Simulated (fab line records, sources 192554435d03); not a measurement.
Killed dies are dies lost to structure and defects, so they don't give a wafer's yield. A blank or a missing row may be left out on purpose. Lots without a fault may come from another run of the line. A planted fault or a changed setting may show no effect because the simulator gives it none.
fab line records | flow n5_finfet
record lots=5 wafers=15 last_day=15
route steps=1938 shown MOL_CONTACT_COAG@552
lots that met no fault: from a run of the same line without faults
start_h: hours from the record's first day to the start of the lot's first wafer shown | wait_h: hours since the lot's step before | " the same as in the row above | L1.1+2: a row that stands for several wafers | - no value, or no start given | * or withheld: withheld | < > ~ a bound
route shown NAME@n: a module of which the file shows steps, and the number in the route of the first | usual: mean/standard deviation of fault-free wafers | same: alike in all rows | chamber/n: place in a boat | sites: the reading at each site | _std_site: their standard deviation | _edge_site: outer sites' mean less inner sites' | radius_mm: how far each site lies from the wafer's centre | mask NAME#n: copy n | behind: the tool/chamber that last shaped the wafer | hold: why the lot was held/for how many hours/how that ended | device: the transistor (n, p or np) that didn't switch | end of line: the same wafers' tests at the end of the route | a step without rows: its recipe alone | killed: dies lost to structure and defects at the first sort, not the wafer's yield | map: a wafer's dies, x killed, . not, _ none there
set.NAME: the setting as run; set.NAME@STEP: as run at that earlier step | model.NAME: the simulator's own value behind a step, which no gauge read
lots at some steps of the route; a table a step, a row a wafer
services: from which hour (start_h, from the record's first day; less than 0 if before it) a tool's chamber was out of use, for how many hours, and why
## steps
# step N5_MOL_CONTACT_COAG_PRECLEAN_125
# recipe chemistry=DIW time_s=57.5 temp_c=23
# columns lot.wafer tool chamber start_h wait_h
L074.1+3+6 wet_bench-01 3,1,4 94.95 0.1
L081.2+3+4 wet_bench-04 3,2,6 140.48 0.1
L084.4+5+6 wet_bench-04 0,6,4 161.18 0.1
L087.1+2+6 wet_bench-01 1,3,2 182.63 0.1
L089.2+3+5 wet_bench-01 0,1,7 189.39 0.1
# step N5_MOL_CONTACT_COAG_SRD_126
# recipe dry_time_s=32 dry=n2_spin spin_rpm=1500
# columns lot.wafer tool chamber start_h wait_h
L074.1+3+6 wet_bench-01 3,1,4 94.96 0.0
L081.2+3+4 wet_bench-04 3,2,6 140.50 0.0
L084.4+5+6 wet_bench-04 0,6,4 161.20 0.0
L087.1+2+6 wet_bench-01 1,3,2 182.65 0.0
L089.2+3+5 wet_bench-01 0,1,7 189.41 0.0
# step N5_MOL_CONTACT_COAG_CMP_23
# recipe stop_on=SiO2 t_overpolish_s=1.5 post_cmp_clean=cu_alkaline down_force_psi=2 platen_rpm=50.289 pad_velocity_m_s=1.0006 target_thk_nm=0
# usual edge_zone_pressure_frac=1.000/0.0048 motor_current_A=8.2/0.89 overpolish_run_s=1.500/0.0092 time_to_endpoint_s=10/3.5
# columns lot.wafer tool chamber start_h wait_h edge_zone_pressure_frac motor_current_A overpolish_run_s time_to_endpoint_s
L074.1 cmp-02 2 95.03 0.1 0.994 7.5 1.497 16
L074.3 " 3 " " 0.996 7.2 1.496 12
L074.6 " 1 " " 0.999 8.3 1.509 4
L081.2 cmp-02 1 140.53 0.0 1.000 8.6 1.493 6
L081.3 " 3 " " 1.001 7.4 1.482 12
L081.4 " 0 " " 0.994 9.5 1.495 10
L084.4 cmp-02 1 161.23 0.0 0.994 8.4 1.489 6
L084.6 " 1 " " 1.004 8.7 1.504 5
L084.5 " 2 " " 1.003 7.9 1.506 16
L087.1 cmp-03 3 182.68 0.0 0.996 7.8 1.503 10
L087.2 " 2 " " 1.004 8.2 1.502 9
L087.6 " 3 " " 1.005 7.8 1.504 9
L089.2 cmp-04 2 189.44 0.0 1.004 7.5 1.487 6
L089.3 " 3 " " 1.006 8.5 1.501 9
L089.5 " 3 " " 1.002 8.5 1.497 7
# step N5_MOL_CONTACT_COAG_WET_ETCH_26
# recipe target=Co target_depth_nm=13
# columns lot.wafer tool chamber start_h wait_h
L074.1+3+6 wet_bench-04 0,5,6 95.35 0.0
L081.2+3+4 wet_bench-01 4,0,3 140.88 0.0
L084.4+5+6 wet_bench-01 5,6,1 161.58 0.0
L087.1+2+6 wet_bench-04 6,5,4 183.07 0.1
L089.2+3+5 wet_bench-06 5,2,0 189.79 0.0
# step N5_MOL_CONTACT_COAG_WET_ETCH_116
# recipe chemistry=SC1-inhibited target_depth_nm=4.6 dry=ipa_marangoni rinse_time_s=30 rinse_temp_c=23
# columns lot.wafer tool chamber start_h wait_h
L074.1+3+6 wet_bench-04 0,5,6 95.50 0.0
L081.2+3+4 wet_bench-01 4,0,3 141.03 0.0
L084.4+5+6 wet_bench-01 5,6,1 161.73 0.0
L087.1+2+6 wet_bench-04 6,5,4 183.23 0.0
L089.2+3+5 wet_bench-06 5,2,0 189.94 0.0
# step N5_MOL_CONTACT_COAG_ALD_27
# recipe material=SiOC target_thk_a=170 temp_c=400 ald_precursor_family=carbosiloxane ald_co_reactant=H2-plasma pulse_time_s=1.5 time_s=2720 purge_time_s=2 co_reactant_purge_time_s=2 ald_cycles=340 pressure_torr=2
# usual heater_power_w=855/140 precursor_pulse_height_rel=0.997/0.021
# same purge_time_s=2
# columns lot.wafer tool chamber start_h wait_h heater_power_w precursor_pulse_height_rel since_wet_clean_h
L074.1 ald_sin-01 1 95.82 0.0 597 0.983 285
L074.3 " 3 " " 1073 1.016 285
L074.6 " 2 " " 722 1.031 -
L081.2 ald_sin-01 1 141.36 0.0 591 1.018 331
L081.3 " 2 " " 710 1.010 331
L081.4 " 3 " " 1058 0.992 331
L084.4 ald_sin-01 0 162.05 0.0 910 1.027 352
L084.5 " 1 " " 582 0.978 -
L084.6 " 2 " " 724 0.999 -
L087.1 ald_sin-03 0 183.58 0.0 890 1.002 176
L087.2 " 3 " " 842 0.973 176
L087.6 " 0 " " 897 1.031 -
L089.2 ald_sin-02 0 192.67 2.4 917 0.936 291
L089.3 " 1 " " 758 1.040 291
L089.5 " 2 " " 876 0.983 -
# step N5_MOL_CONTACT_COAG_CMP_28
# recipe stop_on=SiNx t_overpolish_s=0.85 post_cmp_clean=alkaline_brush down_force_psi=4.15 platen_rpm=51.8 pad_velocity_m_s=1.0307 target_thk_nm=14.522
# usual edge_zone_pressure_frac=1.000/0.0049 motor_current_A=12.6/1.3 time_to_endpoint_s=5/3.2
# columns lot.wafer tool chamber start_h wait_h edge_zone_pressure_frac motor_current_A time_to_endpoint_s
L074.1 cmp-03 0 97.41 0.8 1.009 11.7 2
L074.3 " 2 " " 0.990 13.0 3
L074.6 " 1 " " 1.006 16.0 2
L081.4 cmp-02 1 142.92 0.8 0.995 12.8 1
L081.2 " 2 " " 0.995 12.0 8
L081.3 " 0 " " 0.988 14.0 3
L084.4 cmp-02 3 163.73 0.9 0.996 11.6 6
L084.6 " 0 " " 1.006 14.7 3
L084.5 " 1 " " 1.002 13.9 3
L087.2 cmp-02 1 185.14 0.8 1.009 13.1 3
L087.1 " 3 " " 0.997 11.4 8
L087.6 " 1 " " 0.999 13.3 3
L089.2 cmp-02 3 194.28 0.8 1.005 11.5 7
L089.3 " 1 " " 1.000 13.0 2
L089.5 " 3 " " 0.998 11.4 9
# step N5_MOL_CONTACT_COAG_THK_MEAS_29
# recipe reads=SiNx_of_GATE_CUT_PECVD_57+SiNx_of_GATE_CUT_SAC_CAP_01
# usual MD_CAP_THK=17.95/0.11
# columns lot.wafer tool chamber start_h wait_h MD_CAP_THK[nm]
L074.1 film_metro-01 - 97.71 - 17.93
L074.3 " - " " 18.01
L074.6 " - " " 17.91
L081.2 film_metro-01 - 143.22 - 17.79
L081.3 " - " " 17.99
L081.4 " - " " 17.98
L084.4 film_metro-01 - 163.92 - 18.09
L084.5 " - " " 17.98
L084.6 " - " " 17.82
L087.1 film_metro-02 - 185.44 - 18.02
L087.2 " - " " 18.15
L087.6 " - " " 17.88
L089.2 film_metro-01 - 194.54 - 17.94
L089.3 " - " " 17.98
L089.5 " - " " 17.87
# step N5_MOL_CONTACT_COAG_ALD_123
# recipe material=SiNx target_thk_a=50 temp_c=400 ald_precursor_family=SiH2I2 ald_co_reactant=N2/H2-plasma pulse_time_s=1 purge_time_s=2 co_reactant_purge_time_s=2 ald_cycles=100 pressure_torr=2
# usual heater_power_w=855/130 precursor_pulse_height_rel=0.998/0.02
# same purge_time_s=2
# columns lot.wafer tool chamber start_h wait_h heater_power_w precursor_pulse_height_rel since_wet_clean_h
L074.1 ald_sin-03 1 97.74 0.0 981 0.978 90
L074.3 " 3 " " 843 1.039 90
L074.6 " 1 " " 963 0.998 -
L081.2 ald_sin-01 2 144.01 0.8 721 1.027 333
L081.3 " 0 " " 938 0.965 333
L081.4 " 3 " " 1088 0.985 333
L084.4 ald_sin-02 3 163.95 0.0 889 1.047 262
L084.5 " 3 " " 891 0.962 -
L084.6 " 2 " " 867 0.999 -
L087.1 ald_sin-02 2 185.69 0.3 878 1.017 283
L087.2 " 3 " " 890 0.995 283
L087.6 " 0 " " 902 0.965 -
L089.2 ald_sin-03 1 194.83 0.3 966 0.985 187
L089.3 " 0 " " 908 0.996 187
L089.5 " 3 " " 872 0.991 -
# step N5_MOL_CONTACT_COAG_PECVD_31
# recipe material=SiO2 target_thk_a=460 temp_c=400 precursor=TEOS/O2 pressure_torr=6.5 rf_w=withheld teos_flow_sccm=withheld gas=O2 flow_sccm=2650 time_s=8.9
# columns lot.wafer tool chamber start_h wait_h
L074.1+3+6 pecvd-03 0,1,2 98.25 0.3
L081.2+3+4 pecvd-04 1,0,1 144.51 0.3
L084.4+5+6 pecvd-01 0,1,2 164.47 0.3
L087.1+2+6 pecvd-04 1,2,0 186.20 0.3
L089.2+3+5 pecvd-03 0 195.34 0.3
# step N5_MOL_CONTACT_COAG_COAT_75
# recipe resist=SOC temp_c=250 time_s=60 spin_rpm=1500 resist_thk_nm=60
# usual plate_temp_C=249.98/0.15
# columns lot.wafer tool chamber start_h wait_h plate_temp_C
L074.1 litho_track-04 0 98.30 0.0 249.83
L074.3 " 0 " " 249.91
L074.6 " 0 " " 249.97
L081.2 litho_track-05 0 144.57 0.0 250.19
L081.3 " 0 " " 249.85
L081.4 " 0 " " 249.95
L084.4 litho_track-01 0 164.51 0.0 250.07
L084.5 " 0 " " 249.86
L084.6 " 0 " " 249.86
L087.1 litho_track-05 0 186.26 0.0 249.98
L087.2 " 0 " " 250.00
L087.6 " 0 " " 249.97
L089.2 litho_track-01 0 195.41 0.1 250.15
L089.3 " 0 " " 249.85
L089.5 " 0 " " 250.12
# step N5_MOL_CONTACT_COAG_COAT_76
# recipe resist=SiARC temp_c=220 time_s=60 spin_rpm=1500 resist_thk_nm=10
# usual plate_temp_C=220.04/0.17
# columns lot.wafer tool chamber start_h wait_h plate_temp_C
L074.1 litho_track-04 0 - - 220.27
L074.3 " 0 " " 220.06
L074.6 " 0 " " 220.31
L081.2 litho_track-05 0 - - 220.23
L081.3 " 0 " " 220.23
L081.4 " 0 " " 220.27
L084.4 litho_track-01 0 - - 219.73
L084.5 " 0 " " 220.10
L084.6 " 0 " " 219.89
L087.1 litho_track-05 0 - - 219.88
L087.2 " 0 " " 219.98
L087.6 " 0 " " 220.12
L089.2 litho_track-01 0 - - 220.16
L089.3 " 0 " " 219.99
L089.5 " 0 " " 220.00
# step N5_MOL_CONTACT_COAG_COAT_77
# recipe resist=underlayer temp_c=205 time_s=60 spin_rpm=1500 resist_thk_nm=10
# usual plate_temp_C=204.99/0.17
# columns lot.wafer tool chamber start_h wait_h plate_temp_C
L074.1 litho_track-04 0 - - 204.95
L074.3 " 0 " " 204.82
L074.6 " 0 " " 204.81
L081.2 litho_track-05 0 - - 204.83
L081.3 " 0 " " 205.19
L081.4 " 0 " " 205.28
L084.4 litho_track-01 0 - - 205.03
L084.5 " 0 " " 205.08
L084.6 " 0 " " 205.07
L087.1 litho_track-05 0 - - 205.07
L087.2 " 0 " " 205.07
L087.6 " 0 " " 205.13
L089.2 litho_track-01 0 - - 204.95
L089.3 " 0 " " 204.78
L089.5 " 0 " " 204.62
# step N5_MOL_CONTACT_COAG_COAT_78
# recipe resist=CAR-EUV spin_rpm=1500 resist_thk_nm=40
# columns lot.wafer tool chamber start_h wait_h
L074.1+3+6 litho_track-04 0 - -
L081.2+3+4 litho_track-05 0 - -
L084.4+5+6 litho_track-01 0 - -
L087.1+2+6 litho_track-05 0 - -
L089.2+3+5 litho_track-01 0 - -
# step N5_MOL_CONTACT_COAG_EBR_80
# recipe solvent=PGMEA ebr_width_mm=1.5
# columns lot.wafer tool chamber start_h wait_h
L074.1+3+6 litho_track-04 0 - -
L081.2+3+4 litho_track-05 0 - -
L084.4+5+6 litho_track-01 0 - -
L087.1+2+6 litho_track-05 0 - -
L089.2+3+5 litho_track-01 0 - -
# step N5_MOL_CONTACT_COAG_SOFTBAKE_79
# recipe temp_c=110 time_s=60 resist=CAR-EUV
# usual plate_temp_C=110.02/0.13
# columns lot.wafer tool chamber start_h wait_h plate_temp_C
L074.1 litho_track-04 0 - - 109.88
L074.3 " 0 " " 110.17
L074.6 " 0 " " 109.94
L081.2 litho_track-05 0 - - 110.12
L081.3 " 0 " " 109.97
L081.4 " 0 " " 110.24
L084.4 litho_track-01 0 - - 109.87
L084.5 " 0 " " 109.69
L084.6 " 0 " " 109.88
L087.1 litho_track-05 0 - - 110.06
L087.2 " 0 " " 110.14
L087.6 " 0 " " 109.94
L089.2 litho_track-01 0 - - 110.05
L089.3 " 0 " " 109.83
L089.5 " 0 " " 109.83
# step N5_MOL_CONTACT_COAG_EXPOSE_81
# recipe mask_id=VG na=0.33 source_shape=annular sigma_inner=0.3 sigma_outer=0.7 polarization=unpolarized defocus_nm=0 dose_mj=59.5
# same na=0.33
# columns lot.wafer tool chamber start_h wait_h mask
L074.1+3+6 euv_scanner-02 0 98.46 - VG#0
L081.2+3+4 euv_scanner-02 0 144.84 - VG#0
L084.4+5+6 euv_scanner-01 0 164.80 - VG#0
L087.1+2+6 euv_scanner-01 0 186.52 - VG#0
L089.2+3+5 euv_scanner-01 0 195.55 - VG#0
# step N5_MOL_CONTACT_COAG_PEB_82
# recipe peb_temp_c=100 peb_time_s=60 resist=CAR-EUV
# usual plate_temp_C=99.99/0.13
# columns lot.wafer tool chamber start_h wait_h plate_temp_C
L074.1 litho_track-04 0 98.54 0.1 99.86
L074.3 " 0 " " 100.06
L074.6 " 0 " " 100.17
L081.2 litho_track-04 0 144.91 0.1 100.20
L081.3 " 0 " " 99.97
L081.4 " 0 " " 100.14
L084.4 litho_track-04 0 164.85 0.0 100.08
L084.5 " 0 " " 100.16
L084.6 " 0 " " 100.18
L087.1 litho_track-05 0 186.59 0.1 99.97
L087.2 " 0 " " 100.03
L087.6 " 0 " " 99.95
L089.2 litho_track-04 0 195.62 0.1 99.81
L089.3 " 0 " " 100.19
L089.5 " 0 " " 100.04
# step N5_MOL_CONTACT_COAG_DEVELOP_83
# recipe develop_time_s=30 developer=TMAH resist=CAR-EUV rinse_liquid=surfactant_rinse dry=air_spin dev_temp_c=23
# columns lot.wafer tool chamber start_h wait_h
L074.1+3+6 litho_track-04 0 - -
L081.2+3+4 litho_track-04 0 - -
L084.4+5+6 litho_track-04 0 - -
L087.1+2+6 litho_track-05 0 - -
L089.2+3+5 litho_track-04 0 - -
# step N5_MOL_CONTACT_COAG_CD_MEAS_84
# recipe target_cd_nm=25.1 landing_energy_ev=500 detector=se_inlens polarity=opening
# usual cd_nm=25.08/0.26
# columns lot.wafer tool chamber start_h wait_h cd_nm
L074.1 cd_sem-01 0 98.61 - 25.25
L074.3 " 0 " " 25.35
L074.6 " 0 " " 25.15
L081.2 cd_sem-02 0 144.98 - 25.14
L081.3 " 0 " " 24.84
L081.4 " 0 " " 25.44
L084.4 cd_sem-01 0 164.92 - 24.91
L084.5 " 0 " " 24.94
L084.6 " 0 " " 24.93
L087.1 cd_sem-03 0 186.66 - 24.74
L087.2 " 0 " " 24.65
L087.6 " 0 " " 24.94
L089.2 cd_sem-02 0 195.69 - 25.52
L089.3 " 0 " " 25.45
L089.5 " 0 " " 24.89
# step N5_MOL_CONTACT_COAG_OVL_MEAS_85
# recipe points_per_wafer=522
# usual VG_OVL=0.0/0.7
# columns lot.wafer tool chamber start_h wait_h VG_OVL[nm]
L074.1 overlay-02 0 98.64 0.0 -1.1
L074.3 " 0 " " -1.0
L074.6 " 0 " " 0.8
L081.2 overlay-02 0 145.01 0.0 -0.2
L081.3 " 0 " " -1.2
L081.4 " 0 " " 0.1
L084.4 overlay-02 0 164.97 0.1 0.3
L084.5 " 0 " " -0.8
L084.6 " 0 " " -0.4
L087.1 overlay-01 0 186.69 0.0 1.2
L087.2 " 0 " " 0.4
L087.6 " 0 " " 0.5
L089.2 overlay-02 0 195.72 0.0 -0.3
L089.3 " 0 " " -0.3
L089.5 " 0 " " 0.7
# step N5_MOL_CONTACT_COAG_INSPECT_57
# recipe mode=adi inspect_instrument=brightfield
# usual raw_defect_count=205/56
# columns lot.wafer tool chamber start_h wait_h raw_defect_count
L074.1 defect_inspect-01 - 98.70 0.1 182
L074.3 " - " " 176
L074.6 " - " " 169
L081.2 defect_inspect-01 - 145.07 0.0 269
L081.3 " - " " 345
L081.4 " - " " 287
L084.4 defect_inspect-01 - 165.02 0.0 221
L084.5 " - " " 304
L084.6 " - " " 238
L087.1 defect_inspect-01 - 186.75 0.1 133
L087.2 " - " " 153
L087.6 " - " " 99
L089.2 defect_inspect-02 - 195.78 0.0 196
L089.3 " - " " 168
L089.5 " - " " 198
# step N5_MOL_CONTACT_COAG_DESCUM_88
# recipe chemistry=O2 time_s=7 source_power_w=50 bias_power_w=20 pressure_mtorr=20 rf_frequency_hz=2.712e+07 temp_c=40 resist=CAR-EUV o2_flow_sccm=225
# usual drypump_motor_current_A=5.9/0.47 oes_product_au=0.80/0.078 rf_vpp_V=244.1/1.2 showerhead_plenum_p_Torr=2.15/0.064 throttle_valve_pct=20.4/0.35
# columns lot.wafer tool chamber start_h wait_h drypump_motor_current_A oes_product_au rf_hours_counter_h rf_vpp_V showerhead_plenum_p_Torr throttle_valve_pct
L074.1 rie_diel-05 0 98.86 0.2 6.2 0.96 3 243.9 2.24 20.1
L074.3 " 3 " " 5.9 0.73 191 244.4 2.17 20.0
L074.6 " 3 " " 5.9 0.73 - 244.7 2.17 20.0
L081.2 rie_diel-06 2 145.25 0.2 5.9 0.68 249 242.3 2.04 20.3
L081.3 " 3 " " 5.0 0.76 165 243.9 2.16 20.2
L081.4 " 1 " " 6.5 0.87 36 245.6 2.21 20.2
L084.4 rie_diel-04 2 165.05 0.0 6.3 0.83 83 243.5 2.23 20.5
L084.5 " 2 " " 6.2 0.82 - 244.9 2.23 20.5
L084.6 " 1 " " 5.8 0.71 - 242.6 2.14 20.1
L087.1 rie_diel-06 3 186.87 0.1 5.0 0.75 177 243.4 2.15 20.3
L087.2 " 0 " " 6.3 0.71 204 244.7 2.17 20.8
L087.6 " 2 " " 5.9 0.98 - 243.3 2.04 20.0
L089.2 rie_diel-05 2 196.03 0.3 5.4 0.83 81 242.6 2.02 20.0
L089.3 " 1 " " 5.8 0.73 154 245.8 2.21 21.1
L089.5 " 0 " " 6.2 0.87 - 245.6 2.23 20.1
# step N5_MOL_CONTACT_COAG_ETCH_89
# recipe chemistry=N2/H2 target=underlayer target_depth_a=130 mask_material=CAR-EUV time_s=10.4 ion_energy_ev=200 pressure_mtorr=30 source_w=840 bias_w=150 n2_flow_sccm=200 h2_flow_sccm=200 ends=cleared
# usual bias_w=149.9/0.43 drypump_motor_current_A=5.9/0.47 etch_rf_on_time_s=10.30/0.25 oes_product_au=0.68/0.067 rf_vpp_V=525.9/2.2 showerhead_plenum_p_Torr=2.61/0.081 throttle_valve_pct=17.7/0.32
# columns lot.wafer tool chamber start_h wait_h bias_w drypump_motor_current_A etch_rf_on_time_s oes_product_au rf_hours_counter_h rf_vpp_V showerhead_plenum_p_Torr throttle_valve_pct
L074.1 rie_diel-05 0 98.89 0.0 150.4 6.2 10.44 0.81 3 528.0 2.68 17.3
L074.3 " 3 " " 150.1 5.8 10.39 0.62 191 526.6 2.61 17.3
L074.6 " 3 " " 150.0 5.9 10.42 0.62 - 525.3 2.61 17.3
L081.2 rie_diel-06 2 145.28 0.0 150.5 5.9 10.46 0.57 249 523.3 2.47 17.6
L081.3 " 3 " " 150.6 5.0 10.49 0.64 165 525.7 2.66 18.0
L081.4 " 1 " " 149.8 6.5 9.92 0.75 36 528.7 2.69 17.6
L084.4 rie_diel-04 2 165.08 0.0 149.5 6.3 10.10 0.70 83 527.2 2.71 18.0
L084.5 " 2 " " 149.6 6.3 10.08 0.71 - 527.4 2.71 18.0
L084.6 " 1 " " 149.6 5.8 10.72 0.58 - 526.3 2.63 17.8
L087.1 rie_diel-06 3 186.91 0.0 150.3 5.0 10.48 0.63 177 526.2 2.66 18.0
L087.2 " 0 " " 149.5 6.4 10.45 0.62 204 527.1 2.64 18.2
L087.6 " 2 " " 150.2 5.9 10.32 0.83 - 523.9 2.47 17.2
L089.2 rie_diel-05 2 196.07 0.0 150.4 5.4 10.03 0.72 81 521.1 2.47 17.5
L089.3 " 1 " " 150.5 5.8 10.05 0.65 154 527.4 2.65 18.3
L089.5 " 0 " " 149.9 6.2 10.50 0.74 - 527.5 2.67 17.3
# step N5_MOL_CONTACT_COAG_ETCH_90
# recipe chemistry=CF4 target=SiARC target_depth_a=130 mask_material=CAR-EUV time_s=21.7 ion_energy_ev=80 pressure_mtorr=40 source_w=545 bias_w=36 Ar_flow_sccm=100 cf4_flow_sccm=100 ends=cleared
# usual bias_w=35.99/0.11 drypump_motor_current_A=5.9/0.47 etch_rf_on_time_s=21.5/0.57 oes_product_au=0.68/0.068 rf_vpp_V=184.8/1.1 showerhead_plenum_p_Torr=2.20/0.056 throttle_valve_pct=15.52/0.22
# columns lot.wafer tool chamber start_h wait_h bias_w drypump_motor_current_A etch_rf_on_time_s oes_product_au rf_hours_counter_h rf_vpp_V showerhead_plenum_p_Torr throttle_valve_pct
L074.1 rie_diel-05 0 98.91 0.0 36.16 6.2 21.5 0.82 3 186.0 2.27 15.18
L074.3 " 3 " " 35.90 5.8 21.6 0.63 191 185.6 2.20 15.31
L074.6 " 3 " " 35.84 5.8 21.5 0.63 - 183.9 2.20 15.32
L081.2 rie_diel-06 2 145.30 0.0 35.97 5.9 22.0 0.56 249 184.9 2.13 15.81
L081.3 " 3 " " 36.08 5.0 21.8 0.64 165 187.1 2.20 15.43
L081.4 " 1 " " 36.06 6.5 20.3 0.75 36 186.3 2.27 15.45
L084.4 rie_diel-04 2 165.10 0.0 35.99 6.3 21.0 0.71 83 185.3 2.25 15.58
L084.5 " 2 " " 36.08 6.3 20.9 0.70 - 185.8 2.25 15.59
L084.6 " 1 " " 36.13 5.8 22.5 0.58 - 184.4 2.21 15.58
L087.1 rie_diel-06 3 186.93 0.0 36.17 5.0 21.8 0.63 177 185.7 2.20 15.45
L087.2 " 0 " " 35.94 6.3 22.5 0.61 204 185.1 2.20 15.81
L087.6 " 2 " " 36.09 5.9 21.8 0.82 - 183.1 2.13 15.32
L089.2 rie_diel-05 2 196.09 0.0 35.98 5.4 21.2 0.71 81 183.1 2.10 15.45
L089.3 " 1 " " 35.79 5.8 21.3 0.64 154 183.0 2.22 16.02
L089.5 " 0 " " 35.94 6.2 21.8 0.75 - 185.3 2.26 15.23
# step N5_MOL_CONTACT_COAG_ALD_131
# recipe material=SiO2 target_thk_a=50 temp_c=100 ald_precursor_family=BDEAS ald_co_reactant=O2-plasma pulse_time_s=1 co_reactant_pulse_time_s=1 purge_time_s=2 co_reactant_purge_time_s=2 ald_cycles=35 pressure_torr=2
# usual heater_power_w=79/12 precursor_pulse_height_rel=1.001/0.02
# same purge_time_s=2
# columns lot.wafer tool chamber start_h wait_h heater_power_w precursor_pulse_height_rel since_wet_clean_h
L074.1 ald_sin-02 0 99.02 0.1 81 1.023 197
L074.3 " 2 " " 80 1.000 197
L074.6 " 0 " " 85 0.962 -
L081.2 ald_sin-01 1 145.38 0.1 55 0.996 335
L081.3 " 2 " " 67 0.992 335
L081.4 " 3 " " 100 0.976 335
L084.4 ald_sin-01 3 165.38 0.2 98 1.013 355
L084.5 " 3 " " 99 1.004 -
L084.6 " 2 " " 65 0.992 -
L087.1 ald_sin-02 0 187.26 0.3 83 1.071 285
L087.2 " 3 " " 83 0.992 285
L087.6 " 2 " " 79 1.030 -
L089.2 ald_sin-02 3 196.17 0.1 82 0.970 294
L089.3 " 0 " " 85 1.023 294
L089.5 " 3 " " 82 0.970 -
# step N5_MOL_CONTACT_COAG_ETCHBACK_132
# recipe chemistry=CHF3 target=SiO2 target_depth_a=100 time_s=6.7 ion_energy_ev=200 pressure_mtorr=30 source_w=610 bias_w=170 Ar_flow_sccm=200 CHF3_flow_sccm=50
# usual bias_w=170.0/0.48 drypump_motor_current_A=5.9/0.47 oes_product_au=0.79/0.079 rf_vpp_V=527/11 showerhead_plenum_p_Torr=2.45/0.064 throttle_valve_pct=18.64/0.3
# columns lot.wafer tool chamber start_h wait_h bias_w drypump_motor_current_A oes_product_au rf_hours_counter_h rf_vpp_V showerhead_plenum_p_Torr throttle_valve_pct
L074.1 rie_diel-06 0 99.30 0.2 170.1 6.3 0.75 173 554 2.48 18.99
L074.3 " 3 " " 169.8 5.0 0.77 152 530 2.47 18.57
L074.6 " 1 " " 169.5 6.5 0.90 - 516 2.53 18.54
L081.2 rie_diel-05 3 145.56 0.1 170.2 5.9 0.71 207 523 2.44 18.34
L081.3 " 2 " " 169.9 5.4 0.86 64 532 2.31 18.33
L081.4 " 0 " " 170.0 6.2 0.90 20 519 2.51 18.27
L084.4 rie_diel-04 0 165.56 0.1 170.2 5.0 0.88 47 525 2.33 18.97
L084.5 " 1 " " 169.9 5.8 0.69 - 519 2.45 18.57
L084.6 " 2 " " 169.7 6.3 0.82 - 523 2.51 18.77
L087.1 rie_diel-05 1 187.44 0.1 169.4 5.9 0.74 151 527 2.49 19.25
L087.2 " 2 " " 169.8 5.4 0.83 78 531 2.31 18.37
L087.6 " 3 " " 170.4 5.8 0.71 - 524 2.44 18.35
L089.2 rie_diel-04 3 196.35 0.1 170.0 6.3 0.83 82 525 2.39 18.35
L089.3 " 2 " " 169.6 6.3 0.81 94 523 2.51 18.78
L089.5 " 1 " " 170.9 5.8 0.67 - 519 2.45 18.60
# step N5_MOL_CONTACT_COAG_ETCH_91
# recipe chemistry=N2/H2 target=SOC target_depth_a=600 overetch_a=210 mask_material=SiARC temp_c=40 time_s=101.2 ion_energy_ev=200 pressure_mtorr=30 source_w=840 bias_w=150 n2_flow_sccm=200 h2_flow_sccm=200
# usual bias_w=150.0/0.42 drypump_motor_current_A=5.9/0.47 oes_product_au=0.66/0.062 rf_vpp_V=526.1/2.1 showerhead_plenum_p_Torr=2.62/0.079 throttle_valve_pct=17.7/0.34
# columns lot.wafer tool chamber start_h wait_h bias_w drypump_motor_current_A oes_product_au rf_hours_counter_h rf_vpp_V showerhead_plenum_p_Torr throttle_valve_pct
L074.1 rie_diel-06 0 99.34 0.0 149.1 6.3 0.62 173 526.3 2.65 18.1
L074.3 " 3 " " 149.8 5.1 0.64 152 527.0 2.67 17.9
L074.6 " 1 " " 150.0 6.5 0.74 - 528.7 2.69 17.5
L081.2 rie_diel-05 3 145.60 0.0 149.4 5.9 0.61 207 526.0 2.60 17.3
L081.3 " 2 " " 149.7 5.4 0.71 64 520.5 2.48 17.5
L081.4 " 0 " " 149.2 6.2 0.76 20 527.5 2.68 17.3
L084.4 rie_diel-04 0 165.59 0.0 149.4 5.0 0.73 47 522.1 2.45 17.6
L084.5 " 1 " " 150.6 5.8 0.58 - 527.1 2.63 17.8
L084.6 " 2 " " 150.2 6.3 0.68 - 527.9 2.71 17.9
L087.1 rie_diel-05 1 187.47 0.0 149.9 5.8 0.63 151 526.4 2.65 18.3
L087.2 " 2 " " 149.8 5.4 0.69 78 522.3 2.48 17.5
L087.6 " 3 " " 150.1 5.9 0.60 - 526.2 2.60 17.3
L089.2 rie_diel-04 3 196.39 0.0 150.3 6.3 0.69 82 524.3 2.59 17.7
L089.3 " 2 " " 150.3 6.3 0.67 94 527.0 2.70 18.0
L089.5 " 1 " " 149.8 5.8 0.58 - 526.7 2.63 17.8
# step N5_MOL_CONTACT_COAG_STRIP_92
# recipe chemistry=N2/H2 temp_c=40 n2_flow_sccm=200 h2_flow_sccm=200 rf_frequency_hz=6e+07
# columns lot.wafer tool chamber start_h wait_h
L074.1+3+6 rie_diel-06 0,3,1 99.41 0.0
L081.2+3+4 rie_diel-05 3,2,0 145.67 0.0
L084.4+5+6 rie_diel-04 0,1,2 165.66 0.0
L087.1+2+6 rie_diel-05 1,2,3 187.54 0.0
L089.2+3+5 rie_diel-04 3,2,1 196.46 0.0
# step N5_MOL_CONTACT_COAG_STRIP_93
# recipe chemistry=N2/H2 temp_c=40 n2_flow_sccm=200 h2_flow_sccm=200 rf_frequency_hz=6e+07
# columns lot.wafer tool chamber start_h wait_h
L074.1+3+6 rie_diel-06 0,3,1 99.42 0.0
L081.2+3+4 rie_diel-05 3,2,0 145.68 0.0
L084.4+5+6 rie_diel-04 0,1,2 165.67 0.0
L087.1+2+6 rie_diel-05 1,2,3 187.55 0.0
L089.2+3+5 rie_diel-04 3,2,1 196.47 0.0
## services
# columns tool chamber start_h hours kind
cmp-03 - 76.25 1.8 repair
wet_bench-01 - 78.61 2.3 repair
cmp-02 - 79.05 0.7 repair
ald_sin-01 3 79.10 6.3 repair
euv_scanner-01 - 79.95 12.0 pm
pecvd-01 2 82.28 19.0 repair
pecvd-03 - 90.35 5.5 pm
euv_scanner-01 - 91.95 6.2 pm
ald_sin-03 - 95.80 0.5 repair
cmp-02 - 96.29 1.2 repair
euv_scanner-02 - 99.66 1.0 pm
euv_scanner-02 - 100.91 4.6 pm
pecvd-04 2 103.38 6.2 repair
wet_bench-01 - 107.79 1.9 pm
rie_diel-05 2 133.03 8.9 repair
rie_diel-04 - 137.93 0.3 repair
pecvd-03 1 139.51 3.6 repair
ald_sin-03 3 142.01 13.5 repair
cmp-03 - 148.19 4.0 pm
euv_scanner-02 - 149.54 1.3 repair
euv_scanner-01 - 152.83 1.0 pm
euv_scanner-02 - 155.81 1.0 pm
rie_diel-06 - 176.36 0.6 repair
ald_sin-01 - 178.72 14.0 pm
## key
fault none
